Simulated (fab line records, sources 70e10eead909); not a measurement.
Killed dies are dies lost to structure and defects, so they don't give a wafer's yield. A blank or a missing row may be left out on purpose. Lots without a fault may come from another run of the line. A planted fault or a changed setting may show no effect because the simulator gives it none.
A struck lot beside a sound one | flow nand_harc | 14 steps out of a route of 1302
Sound: wafers L367.1, L367.4, L367.5. Struck: wafer L371.1. (L371.3 of the same lot was not struck and is left out.) The cause comes at the end.
At each step with rows: each side's tool, then ch and its chambers, then its first start. Under that, the readings that differ: sound wafers | struck wafers | difference of the means | sigmas: that difference in standard deviations of wafers without a fault.
alike: readings whose means differ by less than 2 such deviations, and words and numbers that are the same on both sides. not compared: withheld readings, readings that some wafer has no value for, bounds like >300 that may hide the same value, and numbers for which the record gives no deviation and whose values overlap.
The two part at a step that has a row with sigmas, a row that says differs or no value, or rows on one side only. Numbers that don't overlap but have no deviation are shown without sigmas and don't part them. A reading that every wafer of one side lacks parts them only if that side has two wafers or more.

first, 1 step without rows for these wafers: NHARC_A_ONON_D1_DEP_09 (target thk 1000 nm).
NHARC_A_ONON_D1_THK_MEAS_11: measures by ellipsometry.
  sound on film_metro-02, day 12 02:26; struck on film_metro-02, day 14 03:09
  reading     | sound       | struck | difference | sigmas
  thk_nm (nm) | 985 986 986 | 1014   | +28        | +3
then, 1 step without rows for these wafers: NHARC_A_ONON_D1_DEP_12 (target thk 1000 nm).
NHARC_A_ONON_D1_THK_MEAS_14: measures by ellipsometry.
  sound on film_metro-02, day 12 02:59; struck on film_metro-02, day 14 03:43
  alike: thk_nm
then, 2 steps without rows for these wafers: NHARC_A_ONON_D1_ANNEAL_15 (time 3600 s); NHARC_A_ONON_D1_DEP_16 (target thk 1000 nm).
NHARC_A_ONON_D1_THK_MEAS_18: measures by ellipsometry.
  sound on film_metro-02, day 12 11:02; struck on film_metro-02, day 14 11:17
  alike: thk_nm
then, 1 step without rows for these wafers: NHARC_A_ONON_D1_DEP_19 (target thk 1000 nm).
NHARC_A_ONON_D1_THK_MEAS_21: measures by ellipsometry.
  sound on film_metro-01, day 12 11:37; struck on film_metro-02, day 14 11:52
  alike: thk_nm
then, 1 step without rows for these wafers: NHARC_A_ONON_D1_DEP_22 (target thk 1000 nm).
NHARC_A_ONON_D1_THK_MEAS_24: measures by ellipsometry.
  sound on film_metro-01, day 12 12:10; struck on film_metro-02, day 14 12:25
  alike: thk_nm
NHARC_A_ONON_D1_DEP_25: target thk 1000 nm.
  sound on pecvd_onon-02 ch 0, day 12 12:13; struck on pecvd_onon-02 ch 0, day 14 12:28
NHARC_A_ONON_D1_THK_MEAS_27: measures by ellipsometry.
  sound on film_metro-01, day 12 12:44; struck on film_metro-01, day 14 12:59
  reading     | sound       | struck | difference | sigmas
  thk_nm (nm) | 989 989 990 | 562    | -427       | -46
then, 1 step without rows for these wafers: NHARC_A_ONON_D1_DEP_28 (target thk 1000 nm).

WHERE THEY PART
First at NHARC_A_ONON_D1_THK_MEAS_11; last, within this record, at NHARC_A_ONON_D1_THK_MEAS_27.

WHY: what the simulator had put in
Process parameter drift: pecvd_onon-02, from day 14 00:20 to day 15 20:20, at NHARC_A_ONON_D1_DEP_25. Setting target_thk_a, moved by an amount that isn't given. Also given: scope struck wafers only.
